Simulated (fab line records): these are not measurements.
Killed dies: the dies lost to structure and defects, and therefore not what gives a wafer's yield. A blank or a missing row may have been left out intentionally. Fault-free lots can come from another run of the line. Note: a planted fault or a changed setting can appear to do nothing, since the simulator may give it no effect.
Struck lot and sound lot, side by side | flow n5_finfet | 16 out of 1938 route steps
Sound: the wafers L180.2, L180.5, L180.6. Struck: wafer L191.4; the same lot's L191.5 was not struck, so it is left out; see the end for the cause.
Each step with rows lists, per side, the tool, then ch with its chambers, then its first start. Under that, the readings that differ: sound wafers | struck wafers | difference of the means | sigmas: that difference in standard deviations of wafers without a fault.
alike: words and numbers the same on both sides, and readings whose means are apart by under 2 such deviations; not compared: readings that were withheld, readings missing a value for some wafer, numbers with overlapping values and no deviation given by the record, and bounds like >300 which may hide the same value.
A row with sigmas, a row that says differs or no value, or rows on one side alone: a step with any of these is where the two part. Numbers that don't overlap but have no deviation are shown without sigmas and don't part them. Lack of a reading on every wafer of one side parts them only where that side has two or more wafers.

first, 1 step without rows for these wafers: N5_ILD0_CURE_02 (time 1800 s).
N5_ILD0_CMP_03: polishes, stops on SiNx, t overpolish 1.9 s, target thk 197.38 nm.
  sound on cmp-01 ch 0,1,2, day 4 14:58; struck on cmp-01 ch 3, day 7 07:58
  reading                | sound             | struck | difference | sigmas
  overpolish_run_s (s)   | 1.910 1.894 1.912 | 1.887  | -0.018     | -2
  time_to_endpoint_s (s) | 69 61 72          | 83     | +16        | +3
  alike: motor_current_A
N5_ILD0_THK_MEAS_04:
  sound: film_metro-02 at day 4 15:09; struck: film_metro-01 at day 7 08:09
  reading     | sound             | struck | difference | sigmas
  thk_nm (nm) | 197.8 194.6 198.8 | 200.5  | +3.4       | +2
N5_ILD0_CMP_07: polishes SiO2 flowable, stops on poly-Si, t overpolish 1.18 s, target thk 138.88 nm.
  sound on cmp-02 ch 1,2, day 4 15:11; struck on cmp-03 ch 2, day 7 08:17
  alike: motor_current_A
N5_ILD0_THK_MEAS_08:
  sound: film_metro-02 at day 4 15:28; struck: film_metro-01 at day 7 08:29
  alike: thk_nm
then, 1 step without rows for these wafers: N5_ILD0_PRECLEAN_10 (cleans in NF3:NH3, afs cycles 5, time 20 s, sublimation time 60 s).
N5_ILD0_ALD_15: deposits SiNx, target thk 24 nm, pulse time 1 s, ald cycles 480.
  sound on ald_sin-03 ch 0,1,3, day 4 16:11; struck on ald_sin-02 ch 1, day 7 09:19
  reading                    | sound             | struck | difference | sigmas
  precursor_pulse_height_rel | 1.016 0.977 0.989 | 1.046  | +0.052     | +3
  alike: heater_power_w
N5_ILD0_CMP_12: polishes SiNx, stops on poly-Si, t overpolish 6 s, target thk 17.67 nm.
  sound on cmp-03 ch 1,2, day 4 18:26; struck on cmp-02 ch 0, day 7 11:38
  alike: motor_current_A, overpolish_run_s, time_to_endpoint_s
N5_ILD0_THK_MEAS_13:
  sound: film_metro-02 at day 4 18:41; struck: film_metro-01 at day 7 11:49
  alike: thk_nm
N5_ILD0_INSPECT_06: inspects for defects (darkfield).
  sound: defect_inspect-02 at day 4 18:43; struck: defect_inspect-01 at day 7 11:50
  alike: raw_defect_count
N5_SDB_HM_DEP_00: deposits SiNx from SiH4/NH3/N2, target thk 40 nm, time 35.3 s.
  sound on pecvd-02 ch 0,1, day 4 18:45; struck on pecvd-03 ch 0, day 7 11:54
  alike: heater_power_w, showerhead_plenum_p_Torr, throttle_valve_pct
then, 1 step without rows for these wafers: N5_SDB_COAT_03 (time 60 s, resist thk 100 nm).
N5_SDB_COAT_04: time 60 s, resist thk 18 nm.
  sound on litho_track-02 ch 0, day 4 18:50; struck on litho_track-02 ch 0, day 7 11:58
  reading                  | sound             | struck | difference | sigmas
  heater_power_total_W (W) | 425.8 426.4 424.6 | 474.7  | +49.1      | +22
  run_length_s (s)         | 66.35 66.35 66.31 | 56.87  | -9.47      | -47
  alike: chill_plate_temp_C, dispense_pressure_kPa
then, 1 step without rows for these wafers: N5_SDB_COAT_05 (resist thk 90 nm).
-- the record jumps here: 4 days lie between the struck wafers' starts before and after (it left off in module SDB and takes up again in module BEOL_M4, whose first step shown is number 1111 of the route) --
N5_BEOL_M4_RC_MEAS_101:
  sound on prober-02 ch 0, day 8 20:14; struck on prober-02 ch 0, day 11 21:55
  alike: DIBL_N, DIBL_P, IOFF_N, IOFF_P, ION_N, ION_P, SS_N, SS_P, VT_N, VT_P
N5_PASSIVATION_PROBE_49:
  rows exist in the record for the sound wafers here (prober-01, day 13 09:34), none for the struck ones

## WHERE THEY PART
Earliest at N5_ILD0_CMP_03; latest, in this record, at N5_PASSIVATION_PROBE_49.

WHY: whatever the simulator had introduced
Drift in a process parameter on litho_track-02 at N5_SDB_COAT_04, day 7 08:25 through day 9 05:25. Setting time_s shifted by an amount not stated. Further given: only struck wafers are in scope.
